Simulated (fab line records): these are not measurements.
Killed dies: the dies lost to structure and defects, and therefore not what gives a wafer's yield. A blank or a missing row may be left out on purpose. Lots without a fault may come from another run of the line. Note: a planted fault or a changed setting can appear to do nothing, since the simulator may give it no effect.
Struck lot and sound lot, side by side / flow nandHarc / 12 steps out of a route of 1302
Sound: these wafers, L500.1, L500.4, L500.6. Wafers struck: L507.4, L507.5, L507.6. The cause is named last.
Per side, at each step with rows, come the tool, then ch with its chambers, and then its first start. Under that, the readings that differ: sound wafers / struck wafers / difference of the means / sigmas: that difference in standard deviations of wafers without a fault.
alike: same words and numbers on both sides, and readings whose means sit less than 2 such deviations apart. not compared: any withheld reading, any reading some wafer has no value for, any bound like >300 that may hide the same value, and any number with overlapping values for which the record gives no deviation.
The two part at a step that has a row with sigmas, a row that says differs or no value, or rows on one side only. Non-overlapping numbers with no deviation appear without sigmas and do not part them. A reading that every wafer of one side lacks parts them only if that side has two wafers or more.

NHARC_A_STAIRCASE_STRIP_238: strips in O2.
  sound on plasmaAsher-01 ch 0,1, day 18 22:04; struck on plasmaAsher-02 ch 0,1, day 22 17:44
  alike: drypumpMotorCurrentA, heaterPowerW, tempC
  not compared: rfHoursCounterH
then, 10 steps without rows for these wafers: NHARC_A_STAIRCASE_STRIP_239 (strips in SPM, time 900 s); NHARC_A_STAIRCASE_PRECLEAN_240 (cleans in SC1); NHARC_A_STAIRCASE_SRD_241; NHARC_A_STAIRCASE_DEHYDRATE_242 (time 120 s); NHARC_A_STAIRCASE_HMDS_243 (time 30 s); NHARC_A_STAIRCASE_COAT_244; NHARC_A_STAIRCASE_SOFTBAKE_245 (time 170 s); NHARC_A_STAIRCASE_EBR_246; NHARC_A_STAIRCASE_EXPOSE_247 (exposes mask SDS 1); NHARC_A_STAIRCASE_PEB_248 (peb time 130 s).
NHARC_A_STAIRCASE_DEVELOP_249: time 140 s.
  sound on lithoTrack-02 ch 0, day 18 23:00; struck on lithoTrack-03, day 22 18:00
  no value came back on the struck wafers for chillPlateTempC (C), exhaustPa (Pa); on the sound wafers chillPlateTempC (C) reads 22.86 22.86 23.01

WHERE THEY PART
Within this record, at NHARC_A_STAIRCASE_DEVELOP_249 only.

WHY: the cause the simulator had injected
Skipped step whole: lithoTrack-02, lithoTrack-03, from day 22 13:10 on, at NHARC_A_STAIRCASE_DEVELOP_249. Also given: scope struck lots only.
